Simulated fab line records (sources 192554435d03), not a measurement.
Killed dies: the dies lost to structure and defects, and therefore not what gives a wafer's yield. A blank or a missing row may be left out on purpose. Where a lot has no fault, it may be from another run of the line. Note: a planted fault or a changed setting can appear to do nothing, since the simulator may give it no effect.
Chamber matching -- flow n5Finfet -- N5_BEOL_M8_CURE_75 on uvCure-03 has 3 sister chambers
The step cures SiCOH lowk, time 120 s. 3 wafers are shown with their chamber, then 10 later ones without.

== WAFERS PAIRED WITH THEIR CHAMBERS ==
wafer,chamber,wafer_temp_C_max
L082.5,2,371.2
L085.6,1,371.4
L089.3,0,370.8

== WAFERS MISSING THEIR CHAMBER ==
wafer,wafer_temp_C_max
L089.5,371.3
L090.3,371.1
L090.4,372.0
L090.5,371.3
L091.1,370.9
L091.2,371.3
L091.3,371.3
L095.2,371.0
L095.3,371.1
L095.4,371.2

== WHICH CHAMBER EACH WENT THROUGH ==
wafer,from the rows above,in truth
L089.5,can't be placed: 1 or 2 or 0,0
L090.3,can't be placed: 2 or 1 or 0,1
L090.4,can't be placed: 1 or 2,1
L090.5,can't be placed: 1 or 2 or 0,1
L091.1,can't be placed: 0 or 2 or 1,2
L091.2,can't be placed: 1 or 2 or 0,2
L091.3,can't be placed: 1 or 2 or 0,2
L095.2,can't be placed: 0 or 2 or 1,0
L095.3,can't be placed: 2 or 1 or 0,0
L095.4,can't be placed: 2 or 1 or 0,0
0 of 10 placed correctly. From these rows, 10 cannot be placed; in 10 the true chamber is one of the candidates. Wrongly placed: 0.
How it was worked out, from the rows above alone: a wafer's distance from a chamber is the root of the sum, over the readings, of the square of ((its reading less the chamber's mean) divided by the reading's scatter). If the next closest chamber is less than 2 further off than the closest, the wafer can't be placed; otherwise it belongs to the closest. A chamber's mean is the mean of its shown wafers. The scatter (one wafer shown for each chamber): square how far every hidden wafer sits from the nearest shown wafer, average those squares and take the square root.
